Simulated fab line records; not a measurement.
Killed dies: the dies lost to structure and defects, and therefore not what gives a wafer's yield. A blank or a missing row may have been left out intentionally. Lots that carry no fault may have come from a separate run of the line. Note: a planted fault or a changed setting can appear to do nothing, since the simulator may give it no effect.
Struck lot and sound lot, side by side | flow n5Finfet | 39 out of 1938 route steps
Sound: the wafers L525.1, L525.4, L525.6. Struck: wafers L533.1, L533.5, L533.6. The cause is named last.
Each step with rows lists, per side, the tool, then ch with its chambers, then its first start. Under that, the readings that differ: sound wafers | struck wafers | difference of the means | sigmas: that difference in standard deviations of wafers without a fault.
alike: readings whose means differ by less than 2 such deviations, and words and numbers that are the same on both sides. not compared: withheld readings, readings that some wafer has no value for, bounds like >300 that may hide the same value, and numbers for which the record gives no deviation and whose values overlap.
A row with sigmas, a row that says differs or no value, or rows on one side alone: a step with any of these is where the two part. Numbers that have no deviation but don't overlap get no sigmas and don't part them. Lack of a reading on every wafer of one side parts them only where that side has two or more wafers.

first, 11 steps without rows for these wafers: N5_BEOL_M4_SPUTTER_92 (material Cu, target thk 4.5 nm, time 8.29 s); N5_BEOL_M4_ANNEAL_93 (time 240 s); N5_BEOL_M4_SPUTTER_94 (material Cu, target thk 4.5 nm, time 8.29 s); N5_BEOL_M4_ANNEAL_95 (time 240 s); N5_BEOL_M4_SPUTTER_96 (material Cu, target thk 4.5 nm, time 8.29 s); N5_BEOL_M4_ECD_50 (material Cu, target thk 300 nm); N5_BEOL_M4_ANNEAL_51 (time 90 s); N5_BEOL_M4_CMP_52 (polishes, stops on SiOC, t overpolish 6.8 s, target thk 40 nm); N5_BEOL_M4_PRE_CLEAN_60 (time 15 s); N5_BEOL_M4_CO_CAP_55 (material Co, precursor CCTBA/H2, target thk 2 nm, time 102.1 s); N5_BEOL_M4_PRE_CLEAN_56 (time 15 s).
N5_BEOL_M4_DEP_57: deposits SiCN from 3MS/NH3, target thk 8 nm, time 14 s.
  sound on pecvd-02 ch 1,2, day 8 17:46; struck on pecvd-02 ch 0,2, day 11 06:38
  alike: showerheadPlenumPTorr, throttleValvePct
N5_BEOL_M4_INSPECT_59: inspects for defects (darkfield).
  sound on defectInspect-02, day 8 17:52; struck on defectInspect-01, day 11 06:44
reading        | sound    | struck         | difference | sigmas
rawDefectCount | 66 84 78 | 1140 1111 1217 | +1080      | +47
N5_BEOL_M4_RC_MEAS_101:
  sound on prober-01 ch 0, day 8 17:53; struck on prober-02 ch 0, day 11 06:46
  alike: DIBL_N, DIBL_P, IOFF_N, IOFF_P, ION_N, ION_P, SS_N, SS_P, VT_N, VT_P
then, 13 steps without rows for these wafers: N5_BEOL_M5_ILD_DEP_00 (deposits SiCOH lowk from DEMS/porogen, target thk 140.64 nm, time 25.9 s); N5_BEOL_M5_CURE_79 (cures SiCOH lowk, time 240 s); N5_BEOL_M5_PECVD_70 (deposits SiO2 from TEOS/O2, target thk 16 nm, time 18 s); N5_BEOL_M5_HM_DEP_02 (deposits TiN, target thk 20 nm); N5_BEOL_M5_COAT_59 (time 60 s, resist thk 60 nm); N5_BEOL_M5_COAT_60 (time 60 s, resist thk 12 nm); N5_BEOL_M5_COAT_71 (time 60 s, resist thk 5 nm); N5_BEOL_M5_COAT_05 (resist thk 30 nm); N5_BEOL_M5_EBR_07; N5_BEOL_M5_SOFTBAKE_06 (time 60 s); N5_BEOL_M5_EXPOSE_08 (exposes mask M5, target cd 28 nm); N5_BEOL_M5_PEB_09 (peb time 60 s); N5_BEOL_M5_DEVELOP_10 (develop time 30 s).
N5_BEOL_M5_INSPECT_13: inspects for defects (brightfield).
  sound on defectInspect-02, day 8 19:59; struck on defectInspect-01, day 11 10:23
reading        | sound       | struck         | difference | sigmas
rawDefectCount | 536 608 428 | 1615 1490 1592 | +1042      | +11
then, 9 steps without rows for these wafers: N5_BEOL_M5_DESCUM_16 (chemistry O2, time 7 s); N5_BEOL_M5_ETCH_72 (etches underlayer in N2/H2, target depth 6.5 nm, time 5.2 s); N5_BEOL_M5_ETCH_61 (etches SiARC in CF4, target depth 15.6 nm, time 26 s); N5_BEOL_M5_ETCH_62 (etches SOC in N2/H2, target depth 75 nm, overetch 15 nm, time 112.5 s); N5_BEOL_M5_STRIP_63 (strips in N2/H2); N5_BEOL_M5_STRIP_73 (strips in N2/H2); N5_BEOL_M5_STRIP_64 (strips in CF4); N5_BEOL_M5_HM_OPEN_17 (chemistry Cl2/BCl3, target TiN, target depth 20 nm, overetch 6 nm); N5_BEOL_M5_STRIP_19 (strips in O2).
N5_BEOL_M5_INSPECT_30: inspects for defects (brightfield).
  sound on defectInspect-02, day 8 21:00; struck on defectInspect-02, day 11 13:19
reading        | sound       | struck         | difference | sigmas
rawDefectCount | 531 618 464 | 1647 1553 1635 | +1074      | +11
-- a jump in the record: the struck wafers' starts before and after are 4 days apart (it breaks off in module BEOL_M5 and resumes in module PASSIVATION, where the first step shown is number 1936 of the route) --
N5_PASSIVATION_PROBE_49:
  only the struck wafers here have rows in the record (prober-01, day 15 15:06); the sound ones have none

## WHERE THEY PART
First at N5_BEOL_M4_INSPECT_59; last, within this record, at N5_PASSIVATION_PROBE_49.

WHY: the cause the simulator had injected
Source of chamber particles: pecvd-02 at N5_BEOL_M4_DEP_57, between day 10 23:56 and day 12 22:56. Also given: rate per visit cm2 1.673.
